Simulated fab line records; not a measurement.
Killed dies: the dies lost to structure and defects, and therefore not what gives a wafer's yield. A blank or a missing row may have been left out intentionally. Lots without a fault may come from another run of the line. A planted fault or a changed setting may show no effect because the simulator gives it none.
Chamber matching | flow n5_finfet | N5_BEOL_M8_PECVD_70 on pecvd-01 has 3 sister chambers
The step deposits SiO2 from TEOS/O2, target thk 20 nm, time 22.7 s. 14 wafers are shown with their chamber, then 7 later ones without.

## WAFERS, EACH WITH ITS CHAMBER
wafer  | chamber | showerhead_plenum_p_Torr (Torr) | throttle_valve_pct (%) | heater_power_w (W)
L077.3 | 2       | 8.76                            | 21.9                   | 664
L077.4 | 2       | 8.77                            | 21.9                   | 655
L077.5 | 0       | 8.80                            | 21.9                   | 692
L084.3 | 1       | 8.84                            | 21.5                   | 675
L084.5 | 0       | 8.80                            | 21.9                   | 718
L084.6 | 2       | 8.78                            | 22.0                   | 647
L086.3 | 2       | 8.79                            | 22.1                   | 675
L086.4 | 1       | 8.85                            | 21.6                   | 675
L086.5 | 0       | 8.79                            | 22.0                   | 745
L087.3 | 0       | 8.80                            | 21.7                   | 656
L087.4 | 0       | 8.82                            | 21.8                   | 638
L087.5 | 2       | 8.79                            | 21.9                   | 615
L090.4 | 0       | 8.77                            | 22.2                   | 726
L090.5 | 1       | 8.86                            | 21.5                   | 697

SIGNATURES (averages over the wafers above)
reading                  | chamber 0 | chamber 1 | chamber 2 | scatter within a chamber
showerhead_plenum_p_Torr | 8.7967    | 8.8500    | 8.7780    | 0.0142
throttle_valve_pct       | 21.917    | 21.533    | 21.960    | 0.13
heater_power_w           | 695.83    | 682.33    | 651.20    | 31.9
Rule: for a wafer and a chamber, the distance is found by dividing, reading by reading, the gap between the wafer's reading and the chamber's mean by the reading's scatter, squaring, summing and taking the root. If the next closest chamber is less than 2 further off than the closest, the wafer can't be placed; otherwise it belongs to the closest. The scatter: the root of (the sum of the squares of (reading less its chamber's mean) over the shown wafers, divided by (wafers less chambers)).

## WAFERS WITH NO CHAMBER GIVEN
wafer  | showerhead_plenum_p_Torr (Torr) | throttle_valve_pct (%) | heater_power_w (W)
L090.6 | 8.78                            | 22.0                   | 674
L095.4 | 8.80                            | 22.4                   | 641
L095.5 | 8.79                            | 21.7                   | 663
L095.6 | 8.85                            | 21.6                   | 656
L093.1 | 8.80                            | 21.7                   | 718
L093.4 | 8.77                            | 22.0                   | 721
L093.5 | 8.86                            | 21.7                   | 720

## CHAMBER TAKEN BY EACH
wafer  | from the rows above     | in truth
L090.6 | can't be placed: 2 or 0 | 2
L095.4 | can't be placed: 2 or 0 | 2
L095.5 | can't be placed: 0 or 2 | 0
L095.6 | 1                       | 1
L093.1 | can't be placed: 0 or 2 | 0
L093.4 | can't be placed: 0 or 2 | 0
L093.5 | 1                       | 1
Placed correctly: 2 of 7. From these rows, 5 cannot be placed; in 5 the true chamber is one of the candidates. Placed wrongly: 0.
